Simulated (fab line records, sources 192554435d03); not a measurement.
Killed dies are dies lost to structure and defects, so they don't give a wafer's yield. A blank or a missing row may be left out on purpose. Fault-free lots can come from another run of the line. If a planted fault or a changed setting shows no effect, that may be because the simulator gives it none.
Lot-split experiment | flow n5_finfet | route with 1938 steps; 7 lots, 21 wafers read

## THE SPLIT ITSELF
At N5_ZERO_LAYER_EXPOSE_08 (exposes mask ZERO, defocus 0 nm, target cd 2000 nm), the setting dose_mj was moved away from the recipe's 16.2 on 5 of the 21 wafers read, by -6.8% to +6.1%. For the rest of the wafers, this setting stayed at what the recipe calls for.

## FROM THE SPLIT TO THE READING: what the file shows between them, 3 steps
- N5_ZERO_LAYER_PEB_09
- N5_ZERO_LAYER_DEVELOP_10: develop time 60 s
- N5_ZERO_LAYER_HARDBAKE_23: time 120 s

## THE READING
cd_nm at N5_ZERO_LAYER_CD_MEAS_11, given in nm (cd target 2000 nm). Fault-free wafers of this fab line usually give 2000.7 nm, standard deviation 2.4 nm.

wafer  | tool, chamber at the split | dose_mj as run | against the recipe | cd_nm, nm | against lot-mates on the recipe
L075.1 | krf_scanner-02, 0          | 15.79          | -2.5%              | 1997.4    | -2.8
L075.3 | krf_scanner-02, 0          | 16.2           | recipe             | 2000.2    | -
L075.5 | krf_scanner-02, 0          | 16.2           | recipe             | 2000.2    | -
L076.1 | krf_scanner-02, 0          | 16.2           | recipe             | 1999.3    | -
L076.2 | krf_scanner-02, 0          | 16.2           | recipe             | 2002.3    | -
L076.4 | krf_scanner-02, 0          | 16.2           | recipe             | 2001.4    | -
L079.1 | krf_scanner-02, 0          | 15.11          | -6.7%              | 1982.7    | -14.5
L079.2 | krf_scanner-02, 0          | 16.2           | recipe             | 1998.1    | -
L079.4 | krf_scanner-02, 0          | 16.2           | recipe             | 1996.4    | -
L084.4 | krf_scanner-01, 0          | 15.1           | -6.8%              | 1986.6    | -11.1
L084.5 | krf_scanner-01, 0          | 16.2           | recipe             | 1997.9    | -
L084.6 | krf_scanner-01, 0          | 16.2           | recipe             | 1997.4    | -
L088.1 | krf_scanner-01, 0          | 16.2           | recipe             | 2000.7    | -
L088.2 | krf_scanner-01, 0          | 16.65          | +2.8%              | 2004.4    | +2.3
L088.4 | krf_scanner-01, 0          | 16.2           | recipe             | 2003.5    | -
L094.1 | krf_scanner-01, 0          | 16.2           | recipe             | 2003.9    | -
L094.5 | krf_scanner-01, 0          | 16.2           | recipe             | 2005.2    | -
L094.6 | krf_scanner-01, 0          | 17.19          | +6.1%              | 2012.5    | +7.9
L096.1 | krf_scanner-02, 0          | 16.2           | recipe             | 2001.5    | -
L096.4 | krf_scanner-02, 0          | 16.2           | recipe             | 2001.0    | -
L096.6 | krf_scanner-02, 0          | 16.2           | recipe             | 1999.7    | -

FIT RESULTS
A straight line over all 21 wafers: cd_nm changes by +2.14 nm for each +1% of dose_mj; r = +0.92; the points scatter about the line by 2.4 nm.
The same after taking each lot's own level away (the mean of its wafers on the recipe; 21 wafers): +1.63 nm for each +1%; r = +0.96; scatter 1.3 nm.
On that fit, the largest move of dose_mj shifts the reading by 11 nm.
The span of the lots' own levels, 1997.25 to 2004.55 nm, comes to 3.0 times the standard deviation stated above.
So the slope is not independent of the lot-to-lot level: the two fits are not the same.
Check: for one of the wafers moved furthest among these (-6.8%), held out of the fit, the line's prediction against its lot-mates is -11.5 nm. Against them it came out at -11.1 nm.

## THE WHOLE CHAIN: every reading that the file lists as answering this split, in the file's order
step                     | what it does                                        | reading                                                           | change (the file's fit)              | r (the file's)
N5_ZERO_LAYER_CD_MEAS_11 | target cd 2000 nm                                   | cd_nm                                                             | +1.64 nm for each +1% of the setting | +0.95
N5_ZERO_LAYER_DESCUM_16  | chemistry O2, time 7.9 s                            | ZERO_LAYER.cd_nm (the simulator's own value, which no gauge read) | +1.66 nm for each +1% of the setting | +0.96
N5_ZERO_LAYER_ETCH_17    | etches SiO2 in CF4, target depth 12 nm, time 13.3 s | ZERO_LAYER.cd_nm (the simulator's own value, which no gauge read) | +1.65 nm for each +1% of the setting | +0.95

## THE FILE'S OWN FIT
cd_nm changes by +1.64 nm for each +1% of dose_mj, r = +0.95.
